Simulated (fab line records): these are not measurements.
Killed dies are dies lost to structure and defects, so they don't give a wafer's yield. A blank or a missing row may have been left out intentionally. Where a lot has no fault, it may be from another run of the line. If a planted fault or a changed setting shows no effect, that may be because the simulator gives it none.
Chamber matching | flow n5 finfet | N5_BEOL_M6_DEP_56 on pecvd-01 has 3 sister chambers
The step deposits SiCN from 3MS/NH3, target thk 10 nm, time 17.5 s. 3 wafers are shown with their chamber, then 8 later ones without.

## EACH WAFER AND ITS CHAMBER
wafer  | chamber | showerhead vpp V (V)
L089.2 | 0       | 815
L091.4 | 2       | 819
L092.1 | 1       | 877

## WAFERS MISSING THEIR CHAMBER
wafer  | showerhead vpp V (V)
L092.3 | 795
L092.4 | 806
L097.2 | 877
L097.4 | 798
L097.5 | 811
L096.4 | 813
L096.5 | 869
L096.6 | 813

## WHICH CHAMBER EACH WENT THROUGH
wafer  | from the rows above     | in truth
L092.3 | can't be placed: 0 or 2 | 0
L092.4 | can't be placed: 0 or 2 | 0
L097.2 | 1                       | 1
L097.4 | can't be placed: 0 or 2 | 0
L097.5 | can't be placed: 0 or 2 | 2
L096.4 | can't be placed: 0 or 2 | 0
L096.5 | 1                       | 1
L096.6 | can't be placed: 0 or 2 | 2
Correct placement for 2 of the 8. Not placeable from these rows: 6 (in 6, the candidates include the true chamber). Placed wrongly: 0.
How it was worked out, from the rows above alone: a wafer's distance from a chamber is the root of the sum, over the readings, of the square of ((its reading less the chamber's mean) divided by the reading's scatter). The wafer belongs to the nearest chamber; if the next one is less than 2 further off, it can't be placed. The mean given for a chamber averages the wafers shown for that chamber. The scatter: root of mean squared gap, hidden wafer to nearest shown wafer, with one shown wafer a chamber.
